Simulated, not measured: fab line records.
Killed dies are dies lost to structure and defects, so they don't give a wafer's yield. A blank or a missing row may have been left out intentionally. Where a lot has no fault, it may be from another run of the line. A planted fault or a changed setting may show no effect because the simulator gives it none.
Comparing a struck lot with a sound one + flow nand-harc + 14 out of 1159 route steps
Sound: wafers L830.3, L830.4, L830.6. Struck: wafers L828.3, L828.4, L828.5. The cause is given at the end.
Each step with rows lists, per side, the tool, then ch with its chambers, then its first start. Under that, the readings that differ: sound wafers + struck wafers + difference of the means + sigmas: that difference in standard deviations of wafers without a fault.
alike: same words and numbers on both sides, and readings whose means sit less than 2 such deviations apart. not compared: any withheld reading, any reading some wafer has no value for, any bound like >300 that may hide the same value, and any number with overlapping values for which the record gives no deviation.
The two part at a step that has a row with sigmas, a row that says differs or no value, or rows on one side only. Numbers that don't overlap but have no deviation are shown without sigmas and don't part them. A reading missing from all wafers of one side parts the sides only when that side holds two or more wafers.

first, 1 step without rows for these wafers: NHARC_A_BLC_STRIP_29 (strips in CF4).
NHARC_A_BLC_STRIP_21: strips in O2.
  sound on rie-diel-01 ch 0,1,3, day 21 00:10; struck on rie-diel-08 ch 0,2,3, day 20 12:29
  alike: drypump-motor-current-A, mfc-ar-sccm, oes-product-au, rf-vpp-V, showerhead-plenum-p-Torr, throttle-valve-pct
  not compared: rf-hours-counter-h
then, 3 steps without rows for these wafers: NHARC_A_BLC_STRIP_22 (strips in post etch residue remover, time 600 s); NHARC_A_BLC_DEGAS_30 (time 60 s); NHARC_A_BLC_PRE_CLEAN_31 (time 15 s).
NHARC_A_BLC_PVD_32: deposits Ti, target thk 5 nm, time 17.7 s.
  sound on pvd-sputter-03; struck on pvd-sputter-02
  alike: throttle-valve-pct
NHARC_A_BLC_ALD_23: deposits TiN, target thk 3 nm, pulse time 1 s, ald cycles 150.
  sound on ald-metal-02 ch 2,3, day 21 00:49; struck on ald-metal-03 ch 1,2,3, day 20 13:12
  alike: heater-power-w, precursor-pulse-height-rel
NHARC_A_BLC_CVD_24: deposits W, target thk 150 nm, time 434 s.
  sound: cvd-w-02 ch 0,1; struck: cvd-w-02 ch 0,1
  alike: heater-power-w, mfc-ar-sccm, mfc-h2-sccm, throttle-valve-pct
NHARC_A_BLC_CMP_25: polishes, t overpolish 30 s, target thk 150 nm.
  sound on cmp-03 ch 0,1, day 21 13:29; struck on cmp-04 ch 0,1,2, day 20 21:02
  alike: motor-current-A, overpolish-run-s, slurry-filter-dp-kPa, slurry-flow-ml-min, time-to-endpoint-s
following that, these wafers have no rows for 1 step: NHARC_A_BLC_SRD_27.
NHARC_A_BLC_INSPECT_28:
  sound: defect-inspect-01 at day 21 13:53; struck: defect-inspect-01 at day 20 21:27
  alike: raw-defect-count
NHARC_A_M0_DEP_00: deposits SiOC, target thk 150 nm.
  sound on pecvd-04 ch 0,1,2, day 21 13:56; struck on pecvd-04 ch 0,1,2, day 20 21:34
  no value came back on the struck wafers for chamber-pressure-Torr (Torr), rf-fwd-power-W (W), showerhead-vpp-V (V); on the sound wafers chamber-pressure-Torr (Torr) reads 5.018 5.003 4.996
then, 1 step without rows for these wafers: NHARC_A_M0_DEHYDRATE_01 (time 120 s).
-- record jumps: 4 days between struck wafers' starts before vs after; left off in module A_M0, resumes in module END, first step shown is number 1159 of the route --
NHARC_END_SORT_01:
  sound on prober-01 ch 0, day 24 17:22; struck on prober-01 ch 0, day 24 09:35
| reading                  | sound          | struck         | difference | sigmas      |
|--------------------------|----------------|----------------|------------|-------------|
| defect-limited-yield (%) | 95.9 94.4 95.6 | 0 0 0          | -95        | -60         |
| killed-at-array          | 23 32 28       | 674 668 669    | +643       | +58         |
| killed-at-other          | 0 0 0          | 1 3 3          | +2         | +3          |
| killed-dies              | 28 38 30       | 677 677 677    | +645       | +59         |
| sort_bin_2_pct (%)       | 0.7 1.9 1.5    | 96.8 95.6 96.3 | +94.9      | +99 or more |
| sort-n-pass              | 649 639 647    | 0 0 0          | -645       | -59         |
| sort-rim-yield-pct (%)   | 94 94 100      | 0 0 0          | -96        | -28         |
| sort-yield-pct (%)       | 95.9 94.4 95.6 | 0 0 0          | -95        | -60         |
  alike: killed-at-periphery, killed-open, killed-short, sort_bin_3_pct, sort_bin_4_pct

## WHERE THEY PART
First at NHARC_A_M0_DEP_00; last, within this record, at NHARC_END_SORT_01.

WHY: the cause the simulator had injected
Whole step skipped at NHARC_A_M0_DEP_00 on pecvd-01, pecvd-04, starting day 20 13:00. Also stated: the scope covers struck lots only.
